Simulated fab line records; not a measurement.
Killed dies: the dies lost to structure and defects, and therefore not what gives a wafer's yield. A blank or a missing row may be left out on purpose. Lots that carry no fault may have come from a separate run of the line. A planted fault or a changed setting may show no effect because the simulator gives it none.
A struck lot beside a sound one + flow n5_finfet + 15 steps out of a route of 1938
Sound: wafers L867.2, L867.4, L867.6. Struck: wafer L879.2 (L879.1, L879.4, from the same lot, were not struck and are left out); the cause is given at the end.
Each step with rows lists, per side, the tool, then ch with its chambers, then its first start. Under that, the readings that differ: sound wafers + struck wafers + difference of the means + sigmas: that difference in standard deviations of wafers without a fault.
alike: readings whose means differ by less than 2 such deviations, and words and numbers that are the same on both sides. not compared: withheld readings, readings that some wafer has no value for, bounds like >300 that may hide the same value, and numbers for which the record gives no deviation and whose values overlap.
Wherever a step has rows on one side only, a row that says differs or no value, or a row with sigmas, the two part there. Numbers that have no deviation but don't overlap get no sigmas and don't part them. A reading missing from all wafers of one side parts the sides only when that side holds two or more wafers.

first, 3 steps without rows for these wafers: N5_FIN_SAQP_STRIP_53 (strips in N2/H2); N5_FIN_SAQP_HM_OPEN_73 (chemistry CHF3/O2, target SiO2, stops on a-Si, target depth 12 nm, time 16.8 s); N5_FIN_SAQP_STRIP_74 (strips in CHF3/O2).
N5_FIN_SAQP_MANDREL_ETCH_22: etches a-Si in HBr/Cl2, stops on SiNx, target depth 60 nm, bt time 10 s, time 30 s.
  sound on rie_si-03 ch 1,3, day 4 10:04; struck on rie_si-01 ch 2, day 7 09:48
  alike: drypump_motor_current_A, oes_product_au, rf_fwd_power_W, throttle_valve_pct
  not compared: rf_hours_counter_h
N5_FIN_SAQP_STRIP_55: strips in N2/H2.
  sound on rie_diel-03 ch 1,2, day 4 10:14; struck on rie_diel-05 ch 3, day 7 09:54
  alike: drypump_motor_current_A, oes_product_au, rf_vpp_V, showerhead_plenum_p_Torr, throttle_valve_pct
  not compared: rf_hours_counter_h
then, 3 steps without rows for these wafers: N5_FIN_SAQP_STRIP_23 (strips in SPM, time 750 s); N5_FIN_SAQP_SRD_66 (time 30 s); N5_FIN_SAQP_RECESS_75 (chemistry HF/NH3, target SiO2, target depth 14.4 nm, afs cycles 3, sublimation time 60 s).
N5_FIN_SAQP_SPACER1_ALD_24: deposits SiO2, target thk 20.3 nm, pulse time 1 s, purge time 2 s.
  sound on ald_sin-03 ch 0,1,2, day 4 10:56; struck on ald_sin-02 ch 2, day 7 10:37
| reading                  | sound       | struck | difference | sigmas |
|--------------------------|-------------|--------|------------|--------|
| heater_power_outer_w (W) | 252 214 245 | 352    | +115       | +3     |
| heater_power_w (W)       | 440 375 454 | 585    | +162       | +3     |
  alike: chamber_pressure_Torr, precursor_pulse_height_rel
N5_FIN_SAQP_SPACER1_ETCHBACK_25: etches SiO2 in CHF3/O2, target depth 24.4 nm, time 12.2 s.
  sound on rie_diel-01 ch 0,1,3, day 4 11:48; struck on rie_diel-01 ch 2, day 7 11:19
  alike: drypump_motor_current_A, oes_product_au, rf_fwd_power_W, rf_vpp_V, showerhead_plenum_p_Torr, throttle_valve_pct
  not compared: rf_hours_counter_h
then, 1 step without rows for these wafers: N5_FIN_SAQP_MANDREL1_REMOVE_56 (chemistry HBr/Cl2/O2, target a-Si, stops on SiNx, bt time 10 s).
N5_FIN_SAQP_CD_MEAS_27: target cd 20 nm.
  sound on cd_sem-01 ch 0, day 4 12:01; struck on cd_sem-03 ch 0, day 7 11:32
| reading    | sound             | struck | difference | sigmas |
|------------|-------------------|--------|------------|--------|
| cd_nm (nm) | 20.47 20.73 20.52 | 20.08  | -0.49      | -2     |
N5_FIN_SAQP_ETCH_57: etches SiNx in CH3F/O2, target depth 32.5 nm, time 46.4 s.
  sound on rie_diel-03 ch 2,3, day 4 12:05; struck on rie_diel-05 ch 0, day 7 11:35
| reading                         | sound          | struck | difference | sigmas |
|---------------------------------|----------------|--------|------------|--------|
| etch_rf_on_time_s (s)           | 46.9 46.9 47.3 | 80.6   | +33.6      | +31    |
| oes_product_au (a.u.)           | 0.62 0.65 0.65 | 0.48   | -0.16      | -3     |
| showerhead_plenum_p_Torr (Torr) | 2.08 2.01 2.01 | 1.84   | -0.19      | -2     |
  alike: drypump_motor_current_A, rf_fwd_power_W, rf_vpp_V, throttle_valve_pct
  not compared: rf_hours_counter_h
N5_FIN_SAQP_ETCH_65: etches SiO2 in CF4, target depth 4 nm, time 4.4 s.
  sound on rie_si-03 ch 0,1,3, day 4 12:11; struck on rie_si-01 ch 0, day 7 11:41
| reading                | sound          | struck | difference | sigmas |
|------------------------|----------------|--------|------------|--------|
| throttle_valve_pct (%) | 22.3 22.2 22.0 | 21.5   | -0.7       | -2     |
  alike: cf4_flow_sccm, drypump_motor_current_A, oes_product_au, rf_fwd_power_W
  not compared: rf_hours_counter_h
-- a jump in the record: the struck wafers' starts before and after are 10 days apart (it breaks off in module FIN_SAQP and resumes in module PASSIVATION, where the first step shown is number 1936 of the route) --
N5_PASSIVATION_PROBE_49:
  sound: prober-01 at day 14 17:34; struck: prober-02 at day 17 13:50
  alike: killed_at_M0_to_M3, killed_at_M4_up, killed_at_contacts, killed_at_front_end, killed_at_other, killed_dies, killed_open, killed_short

== WHERE THEY PART ==
Earliest at N5_FIN_SAQP_SPACER1_ALD_24; latest, in this record, at N5_FIN_SAQP_ETCH_65. Later steps at which nothing parts them and some readings are alike: N5_PASSIVATION_PROBE_49.

WHY: what the simulator had put in
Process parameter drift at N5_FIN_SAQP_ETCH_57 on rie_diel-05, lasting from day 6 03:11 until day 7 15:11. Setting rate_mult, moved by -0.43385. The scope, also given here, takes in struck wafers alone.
